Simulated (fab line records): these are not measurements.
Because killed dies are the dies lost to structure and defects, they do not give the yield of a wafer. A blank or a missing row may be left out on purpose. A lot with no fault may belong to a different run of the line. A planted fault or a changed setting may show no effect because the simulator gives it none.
fab line records | flow n5-finfet
[record] lots = 4 | wafers = 12 | last-day = 18
route steps=1938 shown BEOL_M10@1524 BEOL_M11@1536 PASSIVATION@1936
lots with no fault: from the same line, run without faults
start-h: hours from the record's opening day to when the first of the lot's shown wafers began | wait-h: time in hours since the lot's previous step | " same as the row above | L1.1+2: several wafers, shown together as one row | - no value present, or no start provided | * or withheld: withheld | < > ~ a bound
route shown NAME@n: NAME is a module with steps in the file, n the number in the route of the first one | usual: mean/standard deviation taken from wafers without a fault | same: alike in all rows | chamber/n: place in a boat | sites: readings site by site | _std_site: their standard deviation | _edge_site: the outer-site mean with the inner-site mean subtracted | radius-mm: how far each site lies from the wafer's centre | mask NAME#n: copy n | behind: the tool/chamber that last shaped the wafer | hold: cause of the lot's hold/its duration in hours/its outcome | device: the n, p or np transistor that did not switch | end of line: tests of these same wafers at the route's end | where a step has no rows: the recipe by itself | killed: dies that structure and defects cost at the first sort, which is not the same as the wafer's yield | map: shows each die of a wafer: x if killed, . if not, _ if none is there
set.NAME: the setting that was run; set.NAME@STEP: the one run at that earlier step | model.NAME: the simulator's own value behind a step, which no gauge read
a table for each step, a row for each wafer; lots at some steps of the route
services: a tool's chamber out of use, with start hour (start-h, from the record's first day; less than 0 if before it), hours out, and reason
[[steps]]
[step N5_BEOL_M10_ALD_74]
[recipe] material = TaN | target-thk-a = 20 | temp-c = 275 | ald-precursor-family = PDMAT | ald-co-reactant = NH3 | pressure-torr = 3 | carrier-flow-sccm = 1500 | pulse-time-s = 2 | purge-time-s = 3 | co-reactant-purge-time-s = 2 | co-reactant-pulse-time-s = 3 | ald-cycles = 40 | precursor-vessel-temp-c = 75 | precursor-vessel-pressure-torr = 26.25 | precursor-vessel-carrier-sccm = 1000
[step N5_BEOL_M10_SURFACE_TREAT_76]
[recipe] gas = Ar | time-s = * | ion-energy-ev = * | ion-current-ma-cm2 = 0.5 | pressure-mtorr = * | ar-flow-sccm = 30
[step N5_BEOL_M10_CVD_75]
[recipe] material = Co | target-thk-a = 20 | temp-c = withheld | precursor = CCTBA/H2 | pressure-torr = 30 | time-s = 138.9
[step N5_BEOL_M10_SPUTTER_48]
[recipe] material = Cu | target-thk-a = 120 | temp-c = -20 | bias-v = 60 | power-w = 26000 | chamber-pressure-pa = 0.13 | time-s = 2
[step N5_BEOL_M10_ECD_50]
[recipe] material = Cu | target-thk-a = 3180
[step N5_BEOL_M10_ANNEAL_51]
[recipe] temp-c = 225 | time-s = 90 | ambient = N2
[step N5_BEOL_M10_CMP_52]
[recipe] stop-on = SiCOH_lowk | t-overpolish-s = 7 | down-force-psi = 1 | platen-rpm = 50 | clearing-platen-down-force-psi = 1.5 | clearing-platen-rpm = 50 | post-cmp-clean = cu-alkaline | target-thk-nm = 140 | clearing-platen-pad-velocity-m-s = 0.99484 | pad-velocity-m-s = 0.99484
[step N5_BEOL_M10_PRE_CLEAN_55]
[recipe] gas = NH3 | time-s = 15 | temp-c = withheld | rf-power-w = 300
[step N5_BEOL_M10_DEP_56]
[recipe] material = SiCN | target-thk-a = 150 | temp-c = withheld | precursor = 3MS/NH3 | pressure-torr = 3 | rf-w = 202 | time-s = 26.5
[step N5_BEOL_M11_ILD_DEP_00]
[recipe] material = SiCOH_lowk | target-thk-a = 3085.1 | temp-c = 300 | precursor = DEMS/porogen | pressure-torr = 5 | rf-w = 500 | time-s = 58
[usual] heater-power-w = 286/48 | showerhead-plenum-p-Torr = 5.735/0.022 | throttle-valve-pct = 13.9/0.75
lot.wafer | tool     | chamber | start-h | wait-h | heater-power-w | showerhead-plenum-p-Torr | since-wet-clean-h | throttle-valve-pct | model.SiCOH_lowk_of_BEOL_M11_ILD_DEP_00.thk-nm
L907.3    | pecvd-04 | 1       | 282.22  | 0.0    | 233            | 5.741                    | 1530              | 13.9               | 306.6
L907.4    | "        | 0       | "       | "      | 274            | 5.684                    | -                 | 14.4               | 310.6
L907.6    | "        | 1       | "       | "      | 238            | 5.735                    | -                 | 13.9               | 308.4
L915.2    | pecvd-04 | 1       | 352.29  | 0.0    | 246            | 5.736                    | 1600              | 13.7               | 309.8
L915.3    | "        | 2       | "       | "      | 232            | 5.720                    | 121               | 12.6               | 279.6
L915.6    | "        | 0       | "       | "      | 256            | 5.680                    | -                 | 14.5               | 282
L918.2    | pecvd-04 | 2       | 365.44  | 0.0    | 212            | 5.746                    | 134               | 12.2               | 305.4
L918.3    | "        | 1       | "       | "      | 269            | 5.722                    | 1613              | 13.7               | 279.2
L918.4    | "        | 1       | "       | "      | 199            | 5.737                    | -                 | 13.8               | 311
L921.1    | pecvd-02 | 0       | 386.14  | 0.0    | 328            | 5.741                    | 1453              | 13.9               | 304.8
L921.3    | "        | 2       | "       | "      | 336            | 5.759                    | -                 | 14.4               | 312.6
L921.5    | "        | 2       | "       | "      | 263            | 5.755                    | -                 | 14.5               | 312.2
[step N5_BEOL_M11_CURE_71]
[recipe] temp-c = 385 | time-s = 240 | ambient = He/Ar | material = SiCOH_lowk
[step N5_BEOL_M11_THK_MEAS_01]
[recipe] reads = SiCOH_lowk_of_BEOL_M11_ILD_DEP_00
[usual] M11_ILD_THK = 267.0/3
lot.wafer | tool          | chamber | start-h | wait-h | M11_ILD_THK[nm]
L907.3    | film-metro-02 | -       | 282.81  | 0.3    | 266.3
L907.4    | "             | -       | "       | "      | 269.8
L907.6    | "             | -       | "       | "      | 268.0
L915.2    | film-metro-02 | -       | 352.88  | 0.4    | 269.0
L915.3    | "             | -       | "       | "      | 242.7
L915.6    | "             | -       | "       | "      | 244.9
L918.2    | film-metro-01 | -       | 366.38  | 0.4    | 265.2
L918.3    | "             | -       | "       | "      | 241.9
L918.4    | "             | -       | "       | "      | 270.0
L921.1    | film-metro-01 | -       | 386.76  | 0.4    | 264.6
L921.3    | "             | -       | "       | "      | 271.6
L921.5    | "             | -       | "       | "      | 271.4
[step N5_BEOL_M11_PECVD_70]
[recipe] material = SiO2 | target-thk-a = 200 | temp-c = 400 | precursor = TEOS/O2 | pressure-torr = 5.5 | rf-w = 450 | teos-flow-sccm = 53.8 | gas = O2 | flow-sccm = 3000 | time-s = 22.7
[step N5_BEOL_M11_HM_DEP_02]
[recipe] material = TiN | target-thk-a = 200 | temp-c = 25 | chamber-pressure-pa = 0.49996
[step N5_BEOL_M11_COAT_59]
[recipe] resist = SOC | temp-c = 250 | time-s = 60 | spin-rpm = 1500 | resist-thk-nm = 100
[step N5_BEOL_M11_COAT_60]
[recipe] resist = SiARC | temp-c = 220 | time-s = 60 | spin-rpm = 1500 | resist-thk-nm = 30
[step N5_BEOL_M11_COAT_05]
[recipe] resist = CAR-ArF | spin-rpm = 1500 | resist-thk-nm = 90
[step N5_BEOL_M11_EBR_07]
[recipe] solvent = PGMEA | ebr-width-mm = 1.5
[step N5_BEOL_M11_SOFTBAKE_06]
[recipe] temp-c = 110 | time-s = 60 | resist = CAR-ArF
[step N5_BEOL_M11_EXPOSE_08]
[recipe] mask-id = M11 | na = 1.35 | source-shape = dipole | sigma-inner = 0.411 | sigma-outer = 0.611 | polarization = te | dose-mj = 53.75
[step N5_BEOL_M11_PEB_09]
[recipe] peb-temp-c = withheld | peb-time-s = 60 | resist = CAR-ArF
[step N5_BEOL_M11_DEVELOP_10]
[recipe] develop-time-s = 30 | developer = TMAH | resist = CAR-ArF | rinse-liquid = diw | dry = air-spin | dev-temp-c = 23
[step N5_BEOL_M11_DESCUM_16]
[recipe] chemistry = O2 | time-s = 7.9 | source-power-w = 50 | bias-power-w = 20 | pressure-mtorr = 20 | rf-frequency-hz = 2.712e+07 | temp-c = 40 | resist = CAR-ArF | o2-flow-sccm = 225
[step N5_BEOL_M11_ETCH_61]
[recipe] chemistry = CF4 | target = SiARC | target-depth-a = 390 | mask-material = CAR-ArF | time-s = 65 | ion-energy-ev = 80 | pressure-mtorr = 40 | source-w = 545 | bias-w = 36 | Ar_flow_sccm = 100 | cf4-flow-sccm = 100 | ends = cleared
[step N5_BEOL_M11_ETCH_62]
[recipe] chemistry = N2/H2 | target = SOC | target-depth-a = 1100 | overetch-a = 220 | mask-material = SiARC | temp-c = 40 | time-s = 165 | ion-energy-ev = 200 | pressure-mtorr = 30 | source-w = 840 | bias-w = 150 | n2-flow-sccm = 200 | h2-flow-sccm = 200
[step N5_BEOL_M11_STRIP_68]
[recipe] chemistry = N2/H2 | temp-c = 40 | n2-flow-sccm = 200 | h2-flow-sccm = 200 | rf-frequency-hz = 6e+07
[step N5_BEOL_M11_STRIP_67]
[recipe] chemistry = CF4 | resist = SiARC | power-w = 300 | bias-power-w = 75 | pressure-mtorr = 50 | cf4-flow-sccm = 150 | rf-frequency-hz = 6e+07
[step N5_BEOL_M11_HM_OPEN_17]
[recipe] chemistry = Cl2/BCl3 | target-depth-a = 200 | overetch-a = 60 | target = TiN | mask-material = SOC | ion-energy-ev = 150 | pressure-mtorr = 10 | icp-w = 1000 | bias-w = 126 | Cl2_flow_sccm = 53.25 | bcl3-flow-sccm = 21.75 | Ar_flow_sccm = 25
[step N5_BEOL_M11_STRIP_19]
[recipe] chemistry = O2 | power-w = 400 | temp-c = 40 | pressure-mtorr = 30 | rf-frequency-hz = 6e+07 | bias-power-w = 0 | overash-fraction = 0.2 | o2-flow-sccm = 225
[step N5_BEOL_M11_COAT_63]
[recipe] resist = SOC | temp-c = 250 | time-s = 60 | spin-rpm = 1500 | resist-thk-nm = 100
[step N5_BEOL_M11_COAT_64]
[recipe] resist = SiARC | temp-c = 220 | time-s = 60 | spin-rpm = 1500 | resist-thk-nm = 30
[step N5_BEOL_M11_COAT_22]
[recipe] resist = CAR-ArF | spin-rpm = 1500 | resist-thk-nm = 90
[step N5_BEOL_M11_EBR_24]
[recipe] solvent = PGMEA | ebr-width-mm = 1.5
[step N5_BEOL_M11_SOFTBAKE_23]
[recipe] temp-c = 110 | time-s = 60 | resist = CAR-ArF
[step N5_BEOL_M11_EXPOSE_25]
[recipe] mask-id = V10 | na = 1.35 | source-shape = annular | sigma-inner = 0.5 | sigma-outer = 0.8 | polarization = unpolarized | dose-mj = 85.5
[step N5_BEOL_M11_CMP_52]
[recipe] stop-on = SiCOH_lowk | t-overpolish-s = 7 | down-force-psi = 1 | platen-rpm = 50 | clearing-platen-down-force-psi = 1.5 | clearing-platen-rpm = 50 | post-cmp-clean = cu-alkaline | target-thk-nm = 140 | clearing-platen-pad-velocity-m-s = 0.99484 | pad-velocity-m-s = 0.99484
[usual] motor-current-A = 5.9/0.96 | slurry-flow-ml-min = 150.0/0.44
lot.wafer | tool   | chamber | start-h | wait-h | motor-current-A | slurry-flow-ml-min | model.SiCOH_lowk_of_BEOL_M11_ILD_DEP_00.thk-nm
L907.3    | cmp-03 | 1       | 291.66  | 0.4    | 6.6             | 150.0              | 263.2
L907.4    | "      | 2       | "       | "      | 4.9             | 150.1              | 266.8
L907.6    | "      | 2       | "       | "      | 4.6             | 150.1              | 265
L915.2    | cmp-02 | 2       | 360.58  | 0.2    | 6.4             | 149.5              | 266.2
L915.3    | "      | 1       | "       | "      | 7.1             | 149.8              | 239.4
L915.6    | "      | 2       | "       | "      | 6.9             | 149.7              | 241.6
L918.3    | cmp-04 | 3       | 375.55  | 0.2    | 5.3             | 150.5              | 239
L918.4    | "      | 0       | "       | "      | 6.2             | 150.0              | 267.2
L918.2    | "      | 1       | "       | "      | 5.2             | 150.4              | 262.4
L921.1    | cmp-02 | 0       | 396.78  | 0.3    | 5.3             | 149.7              | 261.8
L921.3    | "      | 1       | "       | "      | 7.0             | 150.2              | 268.6
L921.5    | "      | 0       | "       | "      | 5.2             | 149.6              | 268.2
[step N5_PASSIVATION_PROBE_49]
[usual] defect-limited-yield = 91.1/1.4 | killed_at_M0_to_M3 = 33/10 | killed_at_M4_up = 15/5.8 | killed-at-contacts = 13/5.9 | killed-at-front-end = 39/11 | killed-at-other = 4/3.6 | killed-dies = 105/16 | killed-open = 68/11 | killed-short = 34/7.8 | sort_bin_5_function = 5.2/0.88 | sort_bin_6_memory = 3.3/0.61 | sort-n-pass = 1075/16 | sort-yield-pct = 91.1/1.4
[same] gross-dies = 1180 | killed-at-back-side = 0 | sort_bin_4_leakage[%] = 0 | sort_bin_8_speed[%] = 0
lot.wafer | tool      | chamber | start-h | wait-h | defect-limited-yield[%] | killed_at_M0_to_M3 | killed_at_M4_up | killed-at-contacts | killed-at-front-end | killed-at-other | killed-dies | killed-open | killed-short | sort_bin_5_function[%] | sort_bin_6_memory[%] | sort-n-pass | sort-yield-pct[%]
L907.3    | prober-02 | -       | 328.45  | 0.1    | 92.4                    | 21                 | 8               | 12                 | 44                  | 5               | 90          | 61          | 25           | 4.4                    | 3.2                  | 1090        | 92.4
L907.4    | prober-02 | -       | 328.50  | 0.2    | 90.1                    | 32                 | 13              | 23                 | 46                  | 3               | 117         | 71          | 42           | 5.4                    | 4.3                  | 1063        | 90.1
L907.6    | prober-02 | -       | 328.60  | 0.3    | 92.1                    | 22                 | 20              | 25                 | 22                  | 4               | 93          | 63          | 25           | 4.4                    | 3.3                  | 1087        | 92.1
L915.2    | prober-01 | -       | 406.66  | 0.1    | 90.5                    | 37                 | 14              | 18                 | 38                  | 5               | 112         | 68          | 43           | 5.2                    | 4.0                  | 1068        | 90.5
L915.3    | prober-01 | -       | 406.71  | 0.1    | 91.1                    | 35                 | 15              | 21                 | 32                  | 2               | 105         | 66          | 36           | 4.7                    | 3.8                  | 1075        | 91.1
L915.6    | prober-01 | -       | 406.86  | 0.3    | 89.4                    | 52                 | 12              | 17                 | 42                  | 2               | 125         | 77          | 47           | 6.3                    | 3.5                  | 1055        | 89.4
L918.2    | prober-02 | -       | 410.27  | 0.1    | 92.5                    | 19                 | 12              | 14                 | 38                  | 6               | 89          | 59          | 29           | 4.2                    | 2.9                  | 1091        | 92.5
L918.3    | prober-02 | -       | 410.32  | 0.1    | 93.4                    | 25                 | 9               | 8                  | 33                  | 3               | 78          | 50          | 28           | 3.4                    | 3.2                  | 1102        | 93.4
L918.4    | prober-02 | -       | 410.37  | 0.2    | 92.3                    | 30                 | 12              | 6                  | 40                  | 3               | 91          | 64          | 26           | 5.0                    | 2.6                  | 1089        | 92.3
L921.1    | prober-02 | -       | 440.40  | 0.0    | 90.3                    | 41                 | 14              | 6                  | 41                  | 12              | 114         | 76          | 38           | 5.3                    | 4.0                  | 1066        | 90.3
L921.3    | prober-02 | -       | 440.50  | 0.1    | 92.7                    | 19                 | 13              | 7                  | 37                  | 10              | 86          | 64          | 21           | 4.4                    | 2.8                  | 1094        | 92.7
L921.5    | prober-02 | -       | 440.60  | 0.2    | 92.7                    | 26                 | 15              | 6                  | 34                  | 5               | 86          | 54          | 31           | 3.5                    | 3.5                  | 1094        | 92.7
// killed by level:class
L907.3 FIN_SAQP:geometric-particle:open=13 FIN_SAQP:geometric-particle:short=11 MOL_CONTACT_COAG:geometric-particle:open=10 STI_FIN_REVEAL:geometric-particle:open=6 BEOL_M0_SAQP:geometric-particle:open=6 BEOL_M4:geometric-particle:open=6 BEOL_M3:geometric-particle:open=4 DUMMY_GATE:geometric-particle:open=3
L907.4 MOL_CONTACT_COAG:geometric-particle:open=20 STI_FIN_REVEAL:geometric-particle:open=11 FIN_SAQP:geometric-particle:short=9 DUMMY_GATE:geometric-particle:open=6 BEOL_M0_SAQP:geometric-particle:open=6 BEOL_M1:geometric-particle:open=5 BEOL_M0_SAQP:geometric-particle:short=4 DUMMY_GATE:geometric-particle:short=3
L907.6 MOL_CONTACT_COAG:geometric-particle:open=17 BEOL_M4:geometric-particle:open=10 BEOL_M0_SAQP:geometric-particle:open=8 MOL_CONTACT_COAG:geometric-particle:short=7 STI_FIN_REVEAL:geometric-particle:open=5 GATE_CUT:geometric-particle:short=3 BEOL_M0_SAQP:geometric-particle:short=3 BEOL_M3:geometric-particle:open=3
L915.2 MOL_CONTACT_COAG:geometric-particle:open=12 BEOL_M0_SAQP:geometric-particle:open=12 FIN_SAQP:geometric-particle:short=11 BEOL_M0_SAQP:geometric-particle:short=10 FIN_SAQP:geometric-particle:open=8 BEOL_M4:geometric-particle:open=8 BEOL_M3:geometric-particle:open=6 MOL_CONTACT_COAG:geometric-particle:short=6
L915.3 MOL_CONTACT_COAG:geometric-particle:open=17 BEOL_M0_SAQP:geometric-particle:open=12 BEOL_M0_SAQP:geometric-particle:short=11 BEOL_M4:geometric-particle:open=10 FIN_SAQP:geometric-particle:short=9 FIN_SAQP:geometric-particle:open=6 MOL_CONTACT_COAG:geometric-particle:short=4 BEOL_M2:geometric-particle:open=4
L915.6 MOL_CONTACT_COAG:geometric-particle:open=15 BEOL_M0_SAQP:geometric-particle:open=13 BEOL_M3:geometric-particle:open=12 BEOL_M0_SAQP:geometric-particle:short=11 FIN_SAQP:geometric-particle:short=9 DUMMY_GATE:geometric-particle:open=6 BEOL_M1:geometric-particle:open=6 BEOL_M4:geometric-particle:open=6
L918.2 DUMMY_GATE:geometric-particle:open=10 MOL_CONTACT_COAG:geometric-particle:open=9 BEOL_M2:geometric-particle:open=7 MOL_CONTACT_COAG:geometric-particle:short=5 BEOL_M0_SAQP:geometric-particle:short=5 GATE_CUT:geometric-particle:open=4 BEOL_M4:geometric-particle:open=4 BEOL_M0_SAQP:geometric-particle:open=4
L918.3 BEOL_M0_SAQP:geometric-particle:short=12 DUMMY_GATE:geometric-particle:open=10 MOL_CONTACT_COAG:geometric-particle:open=7 FIN_SAQP:geometric-particle:open=6 BEOL_M2:geometric-particle:open=4 STI_FIN_REVEAL:geometric-particle:open=3 DUMMY_GATE:geometric-particle:short=3 GATE_CUT:geometric-particle:short=3
L918.4 BEOL_M0_SAQP:geometric-particle:open=8 DUMMY_GATE:geometric-particle:open=7 BEOL_M0_SAQP:geometric-particle:short=7 BEOL_M3:geometric-particle:open=7 MOL_CONTACT_COAG:geometric-particle:open=6 BEOL_M4:geometric-particle:open=6 FIN_SAQP:geometric-particle:short=4 FIN_SAQP:geometric-particle:open=4
L921.1 BEOL_M2:geometric-particle:open=11 FIN_SAQP:geometric-particle:open=8 BEOL_M0_SAQP:geometric-particle:open=7 BEOL_M0_SAQP:geometric-particle:short=7 FIN_SAQP:geometric-particle:short=5 STI_FIN_REVEAL:geometric-particle:open=5 BEOL_M0:geometric-particle:open=5 MOL_CONTACT_COAG:geometric-particle:open=5
L921.3 STI_FIN_REVEAL:geometric-particle:open=16 MOL_CONTACT_COAG:geometric-particle:open=6 BEOL_M1:geometric-particle:open=6 DUMMY_GATE:geometric-particle:open=5 MIM_TOP_ETCH:geometric-particle:short=4 STARTING-WAFER:geometric-particle:open=4 STI_FIN_REVEAL:geometric-particle:short=3 BEOL_M5:geometric-particle:open=3
L921.5 BEOL_M0_SAQP:geometric-particle:short=10 DUMMY_GATE:geometric-particle:open=10 FIN_SAQP:geometric-particle:short=8 BEOL_M4:geometric-particle:open=6 FIN_SAQP:geometric-particle:open=5 MOL_CONTACT_COAG:geometric-particle:open=4 BEOL_M0_SAQP:geometric-particle:open=4 BEOL_M1:geometric-particle:open=4
[[services]]
tool     | chamber | start-h | hours | kind
pecvd-04 | 0       | 267.48  | 5.5   | scheduled-down
cmp-02   | -       | 271.97  | 4.0   | pm
cmp-02   | -       | 275.97  | -     | consumable-replace:conditioner
cmp-02   | -       | 275.97  | -     | consumable-replace:pad
pecvd-02 | 1       | 291.17  | 6.9   | repair
pecvd-04 | -       | 292.11  | 1.9   | repair
cmp-03   | -       | 309.49  | 1.3   | repair
pecvd-04 | 0       | 321.03  | 5.0   | scheduled-down
cmp-02   | -       | 357.88  | 1.3   | repair
cmp-04   | -       | 382.06  | 1.2   | repair
pecvd-02 | 1       | 383.62  | -     | clean
pecvd-02 | 1       | 383.62  | -     | consumable-replace:showerhead
pecvd-02 | 1       | 383.62  | 29.0  | scheduled-down
pecvd-02 | 1       | 383.62  | 29.0  | vent-cycle
pecvd-04 | -       | 393.61  | 6.0   | pm
cmp-04   | -       | 396.11  | 1.5   | repair
[[key]]
[first-sign] step = N5_BEOL_M11_THK_MEAS_01 | reading = M11_ILD_THK | direction = down | sigmas = 8 | usual = 267.0 | struck = 243.2
effect none on later readings
[model-effect] step = N5_BEOL_M11_ILD_DEP_00 | value = SiCOH_lowk_of_BEOL_M11_ILD_DEP_00.thk-nm | without = 307.8 | struck = 280.3
[model-effect] step = N5_BEOL_M11_CMP_52 | value = SiCOH_lowk_of_BEOL_M11_ILD_DEP_00.thk-nm | without = 264.3 | struck = 240
met-at N5_BEOL_M11_ILD_DEP_00
struck-wafers L915.3,L915.6,L918.3
onset-between 282.22 352.29
[fault] kind = process-parameter-drift | tool = pecvd-04 | chamber = - | onset-h = 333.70 | steps = N5_BEOL_M11_ILD_DEP_00 | channel = target-thk-a | offset = * | shape = step | end-h = 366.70 | scope = struck-wafers-only | acts-in = * | stated = *
